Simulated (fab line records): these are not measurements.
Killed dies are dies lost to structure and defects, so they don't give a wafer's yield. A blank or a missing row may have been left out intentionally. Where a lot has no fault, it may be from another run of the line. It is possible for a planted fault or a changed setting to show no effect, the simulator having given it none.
Split-lot study / flow n5Finfet / on a route of 1938 steps: 7 lots, 39 wafers read

THE SPLIT ITSELF
At N5_STI_FIN_REVEAL_ETCHBACK_08 (etches SiO2 in C4F6/O2, target depth 30.5 nm, time 10.167 s), the setting timeS was moved away from the recipe's 10.167 s on 15 of the 39 wafers read, by -54.7% to +37.8%. The other wafers ran this setting at the recipe's value.

FROM THE SPLIT TO THE READING: what the file shows between them, 3 steps
- N5_STI_FIN_REVEAL_STRIP_24: strips in N2/H2, time 90 s
- N5_STI_FIN_REVEAL_PRECLEAN_25: cleans in SPM, time 90 s
- N5_STI_FIN_REVEAL_SRD_23: time 30 s

THE READING
trenchDepthNm, in nm, at N5_STI_FIN_REVEAL_FIN_H_MEAS_10. A value of 52.3 nm with a standard deviation of 0.62 nm is what fault-free wafers of this fab line usually give.

wafer=L075.1; tool, chamber at the split=rieDiel-06, 2,1,3,3,2,1; timeS as run, s=10.167; against the recipe=recipe; trenchDepthNm, nm=52.6; against lot-mates on the recipe=-
wafer=L075.2; tool, chamber at the split=rieDiel-06, 2,1,3,3,2,1; timeS as run, s=10.167; against the recipe=recipe; trenchDepthNm, nm=52.5; against lot-mates on the recipe=-
wafer=L075.3; tool, chamber at the split=rieDiel-06, 2,1,3,3,2,1; timeS as run, s=10.167; against the recipe=recipe; trenchDepthNm, nm=52.5; against lot-mates on the recipe=-
wafer=L075.4; tool, chamber at the split=rieDiel-06, 2,1,3,3,2,1; timeS as run, s=10.167; against the recipe=recipe; trenchDepthNm, nm=52.4; against lot-mates on the recipe=-
wafer=L075.5; tool, chamber at the split=rieDiel-06, 2,1,3,3,2,1; timeS as run, s=10.167; against the recipe=recipe; trenchDepthNm, nm=52.7; against lot-mates on the recipe=-
wafer=L075.6; tool, chamber at the split=rieDiel-06, 2,1,3,3,2,1; timeS as run, s=10.167; against the recipe=recipe; trenchDepthNm, nm=52.3; against lot-mates on the recipe=-
wafer=L077.1; tool, chamber at the split=rieDiel-05, 1,0,1; timeS as run, s=4.605; against the recipe=-54.7%; trenchDepthNm, nm=35.4; against lot-mates on the recipe=-18.0
wafer=L077.2; tool, chamber at the split=rieDiel-05, 3,0,3; timeS as run, s=10.167; against the recipe=recipe; trenchDepthNm, nm=53.1; against lot-mates on the recipe=-
wafer=L077.3; tool, chamber at the split=rieDiel-05, 3,0,3; timeS as run, s=10.167; against the recipe=recipe; trenchDepthNm, nm=53.5; against lot-mates on the recipe=-
wafer=L077.4; tool, chamber at the split=rieDiel-05, 1,0,1; timeS as run, s=4.605; against the recipe=-54.7%; trenchDepthNm, nm=36.4; against lot-mates on the recipe=-17.0
wafer=L077.5; tool, chamber at the split=rieDiel-05, 3,0,3; timeS as run, s=10.167; against the recipe=recipe; trenchDepthNm, nm=53.5; against lot-mates on the recipe=-
wafer=L077.6; tool, chamber at the split=rieDiel-05, 1,0,1; timeS as run, s=4.605; against the recipe=-54.7%; trenchDepthNm, nm=36.4; against lot-mates on the recipe=-17.0
wafer=L078.1; tool, chamber at the split=rieDiel-06, 1,0,1; timeS as run, s=7.461; against the recipe=-26.6%; trenchDepthNm, nm=44.0; against lot-mates on the recipe=-8.2
wafer=L078.2; tool, chamber at the split=rieDiel-06, 2,3,2; timeS as run, s=10.167; against the recipe=recipe; trenchDepthNm, nm=52.3; against lot-mates on the recipe=-
wafer=L078.3; tool, chamber at the split=rieDiel-06, 2,3,2; timeS as run, s=10.167; against the recipe=recipe; trenchDepthNm, nm=51.7; against lot-mates on the recipe=-
wafer=L078.4; tool, chamber at the split=rieDiel-06, 1,0,1; timeS as run, s=7.461; against the recipe=-26.6%; trenchDepthNm, nm=44.6; against lot-mates on the recipe=-7.6
wafer=L078.5; tool, chamber at the split=rieDiel-06, 1,0,1; timeS as run, s=7.461; against the recipe=-26.6%; trenchDepthNm, nm=43.9; against lot-mates on the recipe=-8.3
wafer=L078.6; tool, chamber at the split=rieDiel-06, 2,3,2; timeS as run, s=10.167; against the recipe=recipe; trenchDepthNm, nm=52.7; against lot-mates on the recipe=-
wafer=L086.1; tool, chamber at the split=rieDiel-05, 1,3,1; timeS as run, s=14.01; against the recipe=+37.8%; trenchDepthNm, nm=64.0; against lot-mates on the recipe=+12.1
wafer=L086.2; tool, chamber at the split=rieDiel-05, 1,3,1; timeS as run, s=14.01; against the recipe=+37.8%; trenchDepthNm, nm=63.2; against lot-mates on the recipe=+11.3
wafer=L086.3; tool, chamber at the split=rieDiel-05, 0,2,0; timeS as run, s=10.167; against the recipe=recipe; trenchDepthNm, nm=52.0; against lot-mates on the recipe=-
wafer=L086.4; tool, chamber at the split=rieDiel-05, 0,2,0; timeS as run, s=10.167; against the recipe=recipe; trenchDepthNm, nm=52.0; against lot-mates on the recipe=-
wafer=L086.5; tool, chamber at the split=rieDiel-05, 1,3,1; timeS as run, s=14.01; against the recipe=+37.8%; trenchDepthNm, nm=63.8; against lot-mates on the recipe=+11.9
wafer=L086.6; tool, chamber at the split=rieDiel-05, 0,2,0; timeS as run, s=10.167; against the recipe=recipe; trenchDepthNm, nm=51.8; against lot-mates on the recipe=-
wafer=L089.1; tool, chamber at the split=rieDiel-01, 1,3,2; timeS as run, s=10.167; against the recipe=recipe; trenchDepthNm, nm=51.9; against lot-mates on the recipe=-
wafer=L089.2; tool, chamber at the split=rieDiel-01, 1,3,2; timeS as run, s=10.167; against the recipe=recipe; trenchDepthNm, nm=51.8; against lot-mates on the recipe=-
wafer=L089.6; tool, chamber at the split=rieDiel-01, 1,3,2; timeS as run, s=10.167; against the recipe=recipe; trenchDepthNm, nm=52.6; against lot-mates on the recipe=-
wafer=L090.1; tool, chamber at the split=rieDiel-01, 0,1,3; timeS as run, s=6.668; against the recipe=-34.4%; trenchDepthNm, nm=42.0; against lot-mates on the recipe=-10.5
wafer=L090.2; tool, chamber at the split=rieDiel-01, 3,1,0; timeS as run, s=10.167; against the recipe=recipe; trenchDepthNm, nm=52.2; against lot-mates on the recipe=-
wafer=L090.3; tool, chamber at the split=rieDiel-01, 0,1,3; timeS as run, s=6.668; against the recipe=-34.4%; trenchDepthNm, nm=42.2; against lot-mates on the recipe=-10.3
wafer=L090.4; tool, chamber at the split=rieDiel-01, 3,1,0; timeS as run, s=10.167; against the recipe=recipe; trenchDepthNm, nm=52.5; against lot-mates on the recipe=-
wafer=L090.5; tool, chamber at the split=rieDiel-01, 0,1,3; timeS as run, s=6.668; against the recipe=-34.4%; trenchDepthNm, nm=42.2; against lot-mates on the recipe=-10.3
wafer=L090.6; tool, chamber at the split=rieDiel-01, 3,1,0; timeS as run, s=10.167; against the recipe=recipe; trenchDepthNm, nm=52.9; against lot-mates on the recipe=-
wafer=L094.1; tool, chamber at the split=rieDiel-01, 3,2,0; timeS as run, s=6.043; against the recipe=-40.6%; trenchDepthNm, nm=39.2; against lot-mates on the recipe=-12.5
wafer=L094.2; tool, chamber at the split=rieDiel-01, 3,2,0; timeS as run, s=6.043; against the recipe=-40.6%; trenchDepthNm, nm=39.3; against lot-mates on the recipe=-12.4
wafer=L094.3; tool, chamber at the split=rieDiel-01, 1,2,1; timeS as run, s=10.167; against the recipe=recipe; trenchDepthNm, nm=51.0; against lot-mates on the recipe=-
wafer=L094.4; tool, chamber at the split=rieDiel-01, 3,2,0; timeS as run, s=6.043; against the recipe=-40.6%; trenchDepthNm, nm=39.4; against lot-mates on the recipe=-12.3
wafer=L094.5; tool, chamber at the split=rieDiel-01, 1,2,1; timeS as run, s=10.167; against the recipe=recipe; trenchDepthNm, nm=52.0; against lot-mates on the recipe=-
wafer=L094.6; tool, chamber at the split=rieDiel-01, 1,2,1; timeS as run, s=10.167; against the recipe=recipe; trenchDepthNm, nm=52.0; against lot-mates on the recipe=-
When a row names more than one chamber, that row covers several wafers, and the file does not tell which wafer ran in which chamber.

FIT RESULTS
A straight line over all 39 wafers: trenchDepthNm changes by +0.303 nm for each +1% of timeS; r = +1.00; the points scatter about the line by 0.55 nm.
The same after taking each lot's own level away (the mean of its wafers on the recipe; 39 wafers): +0.31 nm for each +1%; r = +1.00; scatter 0.33 nm.
The reading moves by 17 nm for the largest change in timeS, on that fit.
The span of the lots' own levels, 51.67 to 53.37 nm, comes to 2.7 times the standard deviation stated above.
Consequently the slope shifts little with the lot-to-lot level, the two slopes agreeing.
Check: -16.8 nm against its lot-mates is what the line predicts for one of the wafers moved furthest among these (-54.7%) when that wafer is left out of the fit. Against them it came out at -18 nm.

THESE WAFERS: OTHER SPLITS
Other splits were also applied to these wafers ahead of the reading. Each is held against what the fit with the lots' levels taken away leaves over:
other split on the same wafers=N5_ZERO_LAYER_DEVELOP_10 developTimeS; wafers away from the commonest value=15; r with trenchDepthNm (lot level and that fit taken away)=-0.11

THE FILE'S OWN FIT
trenchDepthNm changes by +0.31 nm for each +1% of timeS, r = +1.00.
